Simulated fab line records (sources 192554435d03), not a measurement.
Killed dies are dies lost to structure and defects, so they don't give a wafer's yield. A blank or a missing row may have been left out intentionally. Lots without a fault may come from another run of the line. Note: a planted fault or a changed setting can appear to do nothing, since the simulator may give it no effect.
Matching of chambers :: flow n5 finfet :: N5_GATE_CUT_ETCH_37 on rie diel-03: 4 sister chambers
The step etches SOC in N2/H2, target depth 60 nm, overetch 12 nm, time 90 s. 4 wafers are shown with their chamber, then 12 later ones without.

WAFERS WITH THEIR CHAMBER
wafer: L086.4
chamber: 0
drypump motor current A (A): 4.8

wafer: L088.1
chamber: 1
drypump motor current A (A): 6.0

wafer: L089.2
chamber: 3
drypump motor current A (A): 5.5

wafer: L089.5
chamber: 2
drypump motor current A (A): 5.4

WAFERS WHOSE CHAMBER IS MISSING
wafer: L090.2
drypump motor current A (A): 4.7

wafer: L090.3
drypump motor current A (A): 5.3

wafer: L090.6
drypump motor current A (A): 5.3

wafer: L092.1
drypump motor current A (A): 5.5

wafer: L092.2
drypump motor current A (A): 6.0

wafer: L092.6
drypump motor current A (A): 6.0

wafer: L094.1
drypump motor current A (A): 5.3

wafer: L094.2
drypump motor current A (A): 5.5

wafer: L094.3
drypump motor current A (A): 6.0

wafer: L096.2
drypump motor current A (A): 4.7

wafer: L096.3
drypump motor current A (A): 5.5

wafer: L096.6
drypump motor current A (A): 4.8

CHAMBER TAKEN BY EACH
wafer: L090.2
from the rows above: 0
in truth: 0

wafer: L090.3
from the rows above: can't be placed: 2 or 3
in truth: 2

wafer: L090.6
from the rows above: can't be placed: 2 or 3
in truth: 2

wafer: L092.1
from the rows above: can't be placed: 3 or 2
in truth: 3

wafer: L092.2
from the rows above: 1
in truth: 1

wafer: L092.6
from the rows above: 1
in truth: 1

wafer: L094.1
from the rows above: can't be placed: 2 or 3
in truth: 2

wafer: L094.2
from the rows above: can't be placed: 3 or 2
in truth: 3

wafer: L094.3
from the rows above: 1
in truth: 1

wafer: L096.2
from the rows above: 0
in truth: 0

wafer: L096.3
from the rows above: can't be placed: 3 or 2
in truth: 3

wafer: L096.6
from the rows above: 0
in truth: 0
6 of 12 placed correctly. Unplaceable from these rows: 6, with the true chamber sitting among the candidates in 6. Number placed wrongly: 0.
How it was worked out, from the rows above alone: a wafer's distance from a chamber is the root of the sum, over the readings, of the square of ((its reading less the chamber's mean) divided by the reading's scatter). The wafer belongs to the nearest chamber; if the next one is less than 2 further off, it can't be placed. Each chamber's mean is taken over the wafers shown for it. The scatter: root of mean squared gap, hidden wafer to nearest shown wafer, with one shown wafer a chamber.
